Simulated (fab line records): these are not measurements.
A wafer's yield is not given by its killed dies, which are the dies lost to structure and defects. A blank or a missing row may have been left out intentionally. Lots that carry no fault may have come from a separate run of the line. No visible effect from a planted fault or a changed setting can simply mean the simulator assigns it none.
3 desks looking at one fault || flow nand harc || every desk sees just its own numbers, and what lay behind them comes last

FOR THE TOOL OWNER'S DESK: rie diel-13
The tool's own readings at NHARC_P_M0_ETCH_34 (etches the open film in N2/H2, target depth 40 nm, overetch 12 nm, time 43.94 s): means of the sampled wafers that have a number, for each lot that ran on this tool. A lot is out of limits, marked OUT, if its mean lies more than 4 standard deviations from the usual mean; the brackets give that distance.
Columns: A = drypump motor current A at NHARC_P_M0_ETCH_34, usual 5.8 A; B = h2 flow sccm at NHARC_P_M0_ETCH_34, usual 150.0 sccm; C = oes product au at NHARC_P_M0_ETCH_34, usual 0.999 a.u.; D = rf vpp V at NHARC_P_M0_ETCH_34, usual 429.7 V; E = showerhead plenum p Torr at NHARC_P_M0_ETCH_34, usual 2.01 Torr; F = throttle valve pct at NHARC_P_M0_ETCH_34, usual 14.172 %
{"lot": "L470", "first seen here": "day 7 05:34", "A": 6.1, "B": 150.3, "C": 1.008, "D": 428.5, "E": 1.98, "F": 14.176}
{"lot": "L478", "first seen here": "day 10 12:19", "A": 5.6, "B": 150.1, "C": "0.912 (-10) OUT", "D": 429.6, "E": 1.99, "F": 14.174}
{"lot": "L481", "first seen here": "day 11 08:55", "A": 6.1, "B": 150.1, "C": "0.952 (-5.4) OUT", "D": 428.6, "E": 1.98, "F": 14.172}
This desk's finding: out of limits on L478, L481; first on L478, day 10 12:19 (oes product au at NHARC_P_M0_ETCH_34). Within limits: L470.

THE DEFECT DESK
Counts from the inspections along the route, per lot, as means over the sampled wafers that have a number. A lot is out of limits, marked OUT, if its mean lies more than 4 standard deviations from the usual mean; the brackets give that distance.
Columns: A = raw defect count at NHARC_P_M0_INSPECT_11, usual 4.9
{"lot": "L468", "first seen here": "day 6 05:38", "A": 7.3}
{"lot": "L470", "first seen here": "day 7 05:25", "A": 6.0}
{"lot": "L478", "first seen here": "day 10 12:10", "A": 3.7}
{"lot": "L481", "first seen here": "day 11 08:45", "A": 2.0}
{"lot": "L489", "first seen here": "day 15 06:06", "A": 7.0}
{"lot": "L491", "first seen here": "day 15 17:40", "A": 4.3}
This desk's verdict: no lot among the 6 shows anything out of limits.

FROM THE METROLOGY DESK
Lot by lot, what the gauges showed, no matter which tool ran the lot: averages of those sampled wafers that carry a number. A lot is out of limits, marked OUT, if its mean lies more than 4 standard deviations from the usual mean; the brackets give that distance.
Columns: A = cd nm at NHARC_P_M0_CD_MEAS_09, usual 89.9 nm; B = overlay x nm at NHARC_P_M0_OVL_MEAS_10, usual 0.2 nm; C = overlay y nm at NHARC_P_M0_OVL_MEAS_10, usual 0.1 nm
{"lot": "L468", "first seen here": "day 6 05:30", "A": 89.8, "B": 0.8, "C": -0.0}
{"lot": "L470", "first seen here": "day 7 05:17", "A": 89.5, "B": 0.3, "C": -0.2}
{"lot": "L478", "first seen here": "day 10 12:03", "A": 89.4, "B": -1.1, "C": 0.7}
{"lot": "L481", "first seen here": "day 11 08:38", "A": 89.8, "B": -0.1, "C": 1.0}
{"lot": "L489", "first seen here": "day 15 05:59", "A": 90.4, "B": 0.3, "C": 0.2}
{"lot": "L491", "first seen here": "day 15 17:32", "A": 89.8, "B": -0.4, "C": -0.5}
This desk's verdict: no lot among the 6 shows anything out of limits.

ALL TOGETHER
At day 10 12:19, on L478, L481, the tool owner's desk was in a position to raise an alarm.
The defect desk saw nothing out of limits.
Metrology desk: nothing out of limits seen.
The defect desk has L478, L481 on record, within its limits.
The metrology desk holds a record of L478, L481, inside its limits.
Every lot named ran NHARC_P_M0_ETCH_34 on rie diel-13.

WHAT HAD BEEN PUT IN BY THE SIMULATOR
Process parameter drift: rie diel-13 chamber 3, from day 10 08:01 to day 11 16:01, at NHARC_P_M0_ETCH_34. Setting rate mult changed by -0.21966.
Struck lots among those shown: L478, L481.
How many hours passed from the start of the fault until each desk's first out-of-limits reading: the tool owner's desk, 4.
